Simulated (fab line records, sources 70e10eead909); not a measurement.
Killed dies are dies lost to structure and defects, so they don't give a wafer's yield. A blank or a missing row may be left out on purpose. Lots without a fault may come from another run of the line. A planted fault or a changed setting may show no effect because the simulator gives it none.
Which tool did it? | flow nand_harc | 12 lots, 36 wafers sampled, at 1 step of a route of 1159

WHAT THE GAUGES READ, wafer by wafer
NHARC_A_SGD_CUT_INSPECT_25.
lot  | measured     | on                | raw_defect_count
L075 | day 14 16:02 | defect_inspect-02 | 378 365 335
L076 | day 14 16:22 | defect_inspect-01 | 262 336 319
L079 | day 15 04:17 | defect_inspect-01 | 289 351 319
L082 | day 15 22:10 | defect_inspect-02 | 189 190 188
L085 | day 16 11:34 | defect_inspect-02 | 338 224 230
L084 | day 16 19:50 | defect_inspect-01 | 290 291 380
L086 | day 17 06:01 | defect_inspect-01 | 309 300 276
L089 | day 17 16:10 | defect_inspect-01 | 345 278 226
L091 | day 18 12:07 | defect_inspect-01 | 339 310 296
L092 | day 18 19:37 | defect_inspect-02 | 226 277 263
L095 | day 19 02:25 | defect_inspect-02 | 230 308 250
L096 | day 20 00:41 | defect_inspect-02 | 371 380 279

WHICH TOOL RAN EACH LOT (tool, then ch and the chambers of the sampled wafers, then the start)
The record holds no process step before these readings.

THE ANSWER, worked out from the rows above alone
Rule: what is usual is taken from the lots themselves. Put in order of their means at a reading, lots are off if they are a third of the lots or fewer, leave a main group of 4 or more, and stand apart from it by a gap of 3 or more times the standard deviation of the main group's means; of several such gaps the widest counts. A main group whose means are all the same, to the digits that the tables above print for the reading, isn't used. A lot without any number at a reading at which 4 lots or more have one is off too. The other lots that the step has rows for count as sound.
No lot is off at any reading shown: from this, nothing can be told.

WHAT THE SIMULATOR HAD PUT IN
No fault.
